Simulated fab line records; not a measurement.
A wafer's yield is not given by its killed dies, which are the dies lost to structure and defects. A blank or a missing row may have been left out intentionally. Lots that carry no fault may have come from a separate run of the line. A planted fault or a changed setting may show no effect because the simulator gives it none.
Chamber matching || flow nand harc || NHARC_A_CHANNEL_FILL_D1_ETCHBACK_20 on rie diel-09: 4 sister chambers
The step etches the open film in C4F8/O2/Ar, target depth 27 nm, time 13.5 s. 4 wafers are shown with their chamber, then 7 later ones without.

WAFERS PAIRED WITH THEIR CHAMBERS
{"wafer": "L083.4", "chamber": 2, "rf vpp V (V)": 979}
{"wafer": "L086.3", "chamber": 3, "rf vpp V (V)": 976}
{"wafer": "L089.2", "chamber": 1, "rf vpp V (V)": 980}
{"wafer": "L089.4", "chamber": 0, "rf vpp V (V)": 970}

WAFERS WHOSE CHAMBER IS MISSING
{"wafer": "L089.5", "rf vpp V (V)": 980}
{"wafer": "L094.2", "rf vpp V (V)": 979}
{"wafer": "L094.3", "rf vpp V (V)": 968}
{"wafer": "L094.4", "rf vpp V (V)": 976}
{"wafer": "L097.1", "rf vpp V (V)": 976}
{"wafer": "L097.3", "rf vpp V (V)": 980}
{"wafer": "L097.5", "rf vpp V (V)": 976}

WHICH CHAMBER EACH ONE RAN IN
{"wafer": "L089.5", "from the rows above": "can't be placed: 1 or 2", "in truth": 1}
{"wafer": "L094.2", "from the rows above": "can't be placed: 2 or 1", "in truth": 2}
{"wafer": "L094.3", "from the rows above": 0, "in truth": 0}
{"wafer": "L094.4", "from the rows above": 3, "in truth": 3}
{"wafer": "L097.1", "from the rows above": 3, "in truth": 3}
{"wafer": "L097.3", "from the rows above": "can't be placed: 1 or 2", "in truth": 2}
{"wafer": "L097.5", "from the rows above": 3, "in truth": 3}
Correct placement for 4 of the 7. Unplaceable from these rows: 3, with the true chamber sitting among the candidates in 3. 0 placed wrongly.
How it was worked out, from the rows above alone: a wafer's distance from a chamber is the root of the sum, over the readings, of the square of ((its reading less the chamber's mean) divided by the reading's scatter). If the next closest chamber is less than 2 further off than the closest, the wafer can't be placed; otherwise it belongs to the closest. Each chamber's mean is taken over the wafers shown for it. The scatter: root of mean squared gap, hidden wafer to nearest shown wafer, with one shown wafer a chamber.
